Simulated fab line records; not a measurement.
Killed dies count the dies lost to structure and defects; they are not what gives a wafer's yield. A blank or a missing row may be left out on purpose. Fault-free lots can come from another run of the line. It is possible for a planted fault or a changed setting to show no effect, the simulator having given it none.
Which of the tools did it?    flow nandHarc    14 lots, 42 wafers sampled, at 4 steps of a route of 1159

## WHAT THE GAUGES SHOWED, per wafer
No reading from a measuring or inspecting step in the record can be judged against a usual standard deviation.

## EACH LOT AND THE TOOL THAT RAN IT (in order: tool; ch and the chambers of the sampled wafers; start)
lot   NHARC_A_STAIRCASE_TRIM_231                    NHARC_A_STAIRCASE_ETCH_234                    NHARC_A_STAIRCASE_EXPOSE_286      NHARC_A_STAIRCASE_ETCH_294
L655  rieDiel-13 ch 0,3, day 12 00:16 or earlier    rieDiel-13 ch 0,3, day 12 00:16 or earlier    krfScanner-03 ch 0, day 12 00:16  rieDiel-06 ch 0,1,2, no start
L656  rieDiel-13 ch 1,2, day 12 02:04 or earlier    rieDiel-13 ch 1,3, day 12 02:04 or earlier    krfScanner-02 ch 0, day 12 02:04  rieDiel-13 ch 0,1,2, no start
L657  rieDiel-13 ch 0,1, day 12 04:26 or earlier    rieDiel-13 ch 1,2,3, day 12 04:26 or earlier  krfScanner-02 ch 0, day 12 04:26  rieDiel-06 ch 0,1,2, no start
L654  rieDiel-13 ch 0,1,2, day 12 06:22 or earlier  rieDiel-13 ch 1,2, day 12 06:22 or earlier    krfScanner-02, day 12 06:22       rieDiel-06 ch 0,1, no start
L658  rieDiel-13 ch 2,3, day 12 12:38 or earlier    rieDiel-13 ch 1,2, day 12 12:38 or earlier    krfScanner-04, day 12 12:38       rieDiel-06 ch 0,1,3, no start
L659  rieDiel-13 ch 1,2,3, day 12 14:28 or earlier  rieDiel-13 ch 0,1,2, day 12 14:28 or earlier  krfScanner-03 ch 0, day 12 14:28  rieDiel-03 ch 1,2, no start
L666  rieDiel-03 ch 0,2,3, day 14 14:15 or earlier  rieDiel-03 ch 0,1,2, day 14 14:15 or earlier  krfScanner-02 ch 0, day 14 14:15  rieDiel-06 ch 0,2,3, no start
L667  rieDiel-13 ch 0,1,3, day 14 14:39 or earlier  rieDiel-13 ch 0,1,3, day 14 14:39 or earlier  krfScanner-04 ch 0, day 14 14:39  rieDiel-06 ch 0,1,3, no start
L668  rieDiel-13 ch 1,2, day 14 17:41 or earlier    rieDiel-13 ch 1,2, day 14 17:41 or earlier    krfScanner-02 ch 0, day 14 17:41  rieDiel-03 ch 0,1, no start
L669  rieDiel-06 ch 0,2,3, day 15 09:35 or earlier  rieDiel-06 ch 0,1,3, day 15 09:35 or earlier  krfScanner-04 ch 0, day 15 09:35  rieDiel-06 ch 0,3, no start
L672  rieDiel-13 ch 0,2, day 15 22:56 or earlier    rieDiel-13 ch 0,2,3, day 15 22:56 or earlier  krfScanner-04 ch 0, day 15 22:56  rieDiel-06 ch 0,1,2, no start
L673  rieDiel-06 ch 0,1,3, day 16 05:08 or earlier  rieDiel-06 ch 0,3, day 16 05:08 or earlier    krfScanner-02 ch 0, day 16 05:08  rieDiel-06 ch 0,1,3, no start
L676  rieDiel-13 ch 2,3, day 16 23:05 or earlier    rieDiel-13 ch 1,2, day 16 23:05 or earlier    krfScanner-04 ch 0, day 16 23:05  rieDiel-03 ch 0,3, no start
L677  rieDiel-13 ch 0,2,3, day 17 12:14 or earlier  rieDiel-13 ch 1,2, day 17 12:14 or earlier    krfScanner-04 ch 0, day 17 12:14  rieDiel-06 ch 1,2,3, no start
- NHARC_A_STAIRCASE_TRIM_231: chemistry O2, time 211.2 s.
- NHARC_A_STAIRCASE_ETCH_234: etches the open film in C4F8/O2, target depth 100 nm, time 40.5 s.
- NHARC_A_STAIRCASE_EXPOSE_286: exposes mask CHOP 100.
- NHARC_A_STAIRCASE_ETCH_294: etches the open film in C4F8/O2/Ar, target depth 4992 nm, time 1212.4 s.

## WHAT THE TOOLS THEMSELVES READ (means of the sampled wafers that have a number; where no wafer has one, the mark that the record gives instead)
NHARC_A_STAIRCASE_TRIM_231. Usual: drypumpMotorCurrentA 5.6 A, standard deviation 0.3; oesProductAu 1.001 a.u., standard deviation 0.0092; rfVppV 57.7 V, standard deviation 1; showerheadPlenumPTorr 3.52 Torr, standard deviation 0.18; throttleValvePct 17.036 %, standard deviation 0.0092.
lot   tool        drypumpMotorCurrentA (A)  oesProductAu (a.u.)  rfVppV (V)  showerheadPlenumPTorr (Torr)  throttleValvePct (%)  flag
L655  rieDiel-13  5.5                       0.999                57.7        3.52                          17.045                
L656  rieDiel-13  5.5                       1.007                58.1        3.49                          17.036                
L657  rieDiel-13  5.4                       1.012                57.9        3.60                          17.025                
L654  rieDiel-13  5.4                       1.003                57.7        3.51                          17.037                
L658  rieDiel-13  5.6                       1.008                57.3        3.30                          17.042                
L659  rieDiel-13  5.6                       1.009                57.9        3.39                          17.028                
L666  rieDiel-03  5.2                       0.993                57.4        3.63                          17.038                
L667  rieDiel-13  5.5                       1.002                57.7        3.67                          17.042                
L668  rieDiel-13  5.4                       0.996                57.8        3.47                          17.034                
L669  rieDiel-06  5.8                       0.994                58.1        3.49                          17.041                
L672  rieDiel-13  5.4                       0.999                57.3        3.52                          17.043                
L673  rieDiel-06  5.6                       0.996                57.5        3.36                          17.041                
L676  rieDiel-13  5.6                       1.007                57.9        3.46                          17.032                
L677  rieDiel-13  5.6                       0.996                58.2        3.57                          17.046                

NHARC_A_STAIRCASE_ETCH_234. Usual: oesProductAu 0.945 a.u., standard deviation 0.012; rfVppV 895 V, standard deviation 6.3.
lot   tool        oesProductAu (a.u.)  rfVppV (V)  flag
L655  rieDiel-13  0.945                896         
L656  rieDiel-13  0.966                891         
L657  rieDiel-13  0.945                891         
L654  rieDiel-13  0.940                891         
L658  rieDiel-13  0.937                894         
L659  rieDiel-13  0.933                895         
L666  rieDiel-03  0.932                897         
L667  rieDiel-13  0.940                902         
L668  rieDiel-13  0.952                891         
L669  rieDiel-06  0.934                891         
L672  rieDiel-13  0.948                897         
L673  rieDiel-06  0.936                890         
L676  rieDiel-13  0.948                895         
L677  rieDiel-13  0.970                891         

NHARC_A_STAIRCASE_EXPOSE_286. Usual: exposureDoseMJCm2 25.009, standard deviation 0.024; focusOffsetNm 0.0 nm, standard deviation 0.48.
lot   tool           exposureDoseMJCm2  focusOffsetNm (nm)  flag
L655  krfScanner-03  24.991             0.3                 
L656  krfScanner-02  24.982             -0.0                
L657  krfScanner-02  25.014             0.5                 
L654  krfScanner-02  -                  -                   OFF
L658  krfScanner-04  -                  -                   OFF
L659  krfScanner-03  25.024             0.3                 
L666  krfScanner-02  24.997             -0.1                
L667  krfScanner-04  25.033             -0.6                
L668  krfScanner-02  25.016             -0.3                
L669  krfScanner-04  25.018             -0.4                
L672  krfScanner-04  25.033             0.0                 
L673  krfScanner-02  25.034             -0.1                
L676  krfScanner-04  24.995             -0.1                
L677  krfScanner-04  25.006             -0.1                

NHARC_A_STAIRCASE_ETCH_294. Usual: oesProductAu 0.931 a.u., standard deviation 0.011; rfVppV 1827 V, standard deviation 13.
lot   tool        oesProductAu (a.u.)  rfVppV (V)  flag
L655  rieDiel-06  0.931                1827        
L656  rieDiel-13  0.921                1825        
L657  rieDiel-06  0.931                1827        
L654  rieDiel-06  0.921                1816        
L658  rieDiel-06  0.926                1816        
L659  rieDiel-03  0.920                1835        
L666  rieDiel-06  0.924                1824        
L667  rieDiel-06  0.942                1816        
L668  rieDiel-03  0.946                1829        
L669  rieDiel-06  0.932                1812        
L672  rieDiel-06  0.937                1825        
L673  rieDiel-06  0.945                1815        
L676  rieDiel-03  0.920                1829        
L677  rieDiel-06  0.921                1825        

## THE ANSWER, worked out from the rows above alone
Rule: lot off if the mean of its wafers having a number is beyond 3 standard deviations from the usual mean. A lot without any number at a reading at which 4 lots or more have one is off too. Where the step has rows for the other lots, those lots are counted as sound. After the gauges, taken in route order, come the tools' own readings; for these a lot's mean is taken, as printed above. The first step at which some lot is off is used, and at that step the reading that is off furthest; a lot without a number counts as furthest.
Off: L654, L658 (NHARC_A_STAIRCASE_EXPOSE_286, exposureDoseMJCm2). Without a number there: L654, L658.
If a tool, at that step or one of the process steps before it, ran each lot that is off and ran no sound lot following the first of them, it fits. NHARC_A_STAIRCASE_TRIM_231 gives no start for some lots, so the hours and the order of its lots are those of NHARC_A_STAIRCASE_EXPOSE_286. NHARC_A_STAIRCASE_ETCH_234 gives no start for some lots, so the hours and the order of its lots are those of NHARC_A_STAIRCASE_EXPOSE_286. Not one of the candidates tried fits.

## WHAT THE SIMULATOR HAD INSERTED
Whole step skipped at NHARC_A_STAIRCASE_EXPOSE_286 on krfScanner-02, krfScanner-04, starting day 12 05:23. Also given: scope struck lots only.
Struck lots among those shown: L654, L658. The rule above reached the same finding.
